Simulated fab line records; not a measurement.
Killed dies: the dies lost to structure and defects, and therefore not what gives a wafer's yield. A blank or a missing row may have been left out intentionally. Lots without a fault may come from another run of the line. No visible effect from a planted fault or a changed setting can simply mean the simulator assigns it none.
Chamber matching    flow n5-finfet    rie-diel-04 running N5_BEOL_M10_ETCH_62: 4 sister chambers
The step etches SOC in N2/H2, target depth 110 nm, overetch 22 nm, time 165 s. 4 wafers are shown with their chamber, then 10 later ones without.

== WAFERS PAIRED WITH THEIR CHAMBERS ==
wafer   chamber  showerhead-plenum-p-Torr (Torr)
L086.1  0        2.60
L086.4  3        2.43
L090.3  2        2.50
L090.5  1        2.60

== WAFERS MISSING THEIR CHAMBER ==
wafer   showerhead-plenum-p-Torr (Torr)
L090.6  2.60
L093.1  2.43
L093.4  2.60
L093.6  2.60
L094.1  2.59
L094.2  2.50
L094.6  2.43
L097.1  2.59
L097.2  2.49
L097.3  2.60

== CHAMBER TAKEN BY EACH ==
wafer   from the rows above      in truth
L090.6  can't be placed: 0 or 1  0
L093.1  3                        3
L093.4  can't be placed: 0 or 1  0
L093.6  can't be placed: 0 or 1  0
L094.1  can't be placed: 0 or 1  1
L094.2  2                        2
L094.6  3                        3
L097.1  can't be placed: 0 or 1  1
L097.2  2                        2
L097.3  can't be placed: 0 or 1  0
Placed correctly: 4 of 10. These rows do not allow placing 6 (true chamber among the candidates in 6). Number placed wrongly: 0.
How it was worked out, from the rows above alone: a wafer's distance from a chamber is the root of the sum, over the readings, of the square of ((its reading less the chamber's mean) divided by the reading's scatter). If the next closest chamber is less than 2 further off than the closest, the wafer can't be placed; otherwise it belongs to the closest. For every chamber, the mean is computed from those of its wafers that are shown. The scatter: with one shown wafer a chamber, the root of the mean of the squares of how far each hidden wafer lies from its nearest shown one.
